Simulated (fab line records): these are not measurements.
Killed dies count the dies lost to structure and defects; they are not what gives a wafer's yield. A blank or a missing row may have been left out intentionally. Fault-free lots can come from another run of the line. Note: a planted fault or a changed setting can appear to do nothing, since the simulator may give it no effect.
Which tool did it? || flow n5 finfet || route of 1938 steps, sampled at 1 step: 6 lots, 16 wafers

== WHAT THE GAUGES READ, wafer by wafer ==
N5_BEOL_M6_OCD_MEAS_38.
{"lot": "L478", "measured": "day 9 20:32", "on": "ocd-02", "trench depth nm (nm)": "93.7 95.4 93.6"}
{"lot": "L482", "measured": "day 11 02:28", "on": "ocd-02", "trench depth nm (nm)": "95.5 95.5 95.1"}
{"lot": "L488", "measured": "day 12 03:38", "on": "ocd-02", "trench depth nm (nm)": 94.9}
{"lot": "L493", "measured": "day 13 13:04", "on": "ocd-01", "trench depth nm (nm)": "91.6 95.2 91.9"}
{"lot": "L495", "measured": "day 14 18:46", "on": "ocd-01", "trench depth nm (nm)": "94.5 95.2 97.0"}
{"lot": "L498", "measured": "day 14 20:32", "on": "ocd-01", "trench depth nm (nm)": "96.3 95.8 96.1"}

== WHAT TOOL EACH LOT RAN ON (gives the tool, then ch and the chambers of the sampled wafers, and finally the start) ==
The record shows no process step preceding these readings.

== THE ANSWER, worked out from the rows above alone ==
Rule: what is usual is taken from the lots themselves. Put in order of their means at a reading, lots are off if they are a third of the lots or fewer, leave a main group of 4 or more, and stand apart from it by a gap of 3 or more times the standard deviation of the main group's means; of several such gaps the widest counts. A main group whose means are all the same, to the digits that the tables above print for the reading, isn't used. A lot without any number at a reading at which 4 lots or more have one is off too. Any other lot the step has rows for is counted as sound.
No lot is off on any of the readings shown, so nothing can be concluded from this.

== WHAT THE SIMULATOR HAD PUT IN ==
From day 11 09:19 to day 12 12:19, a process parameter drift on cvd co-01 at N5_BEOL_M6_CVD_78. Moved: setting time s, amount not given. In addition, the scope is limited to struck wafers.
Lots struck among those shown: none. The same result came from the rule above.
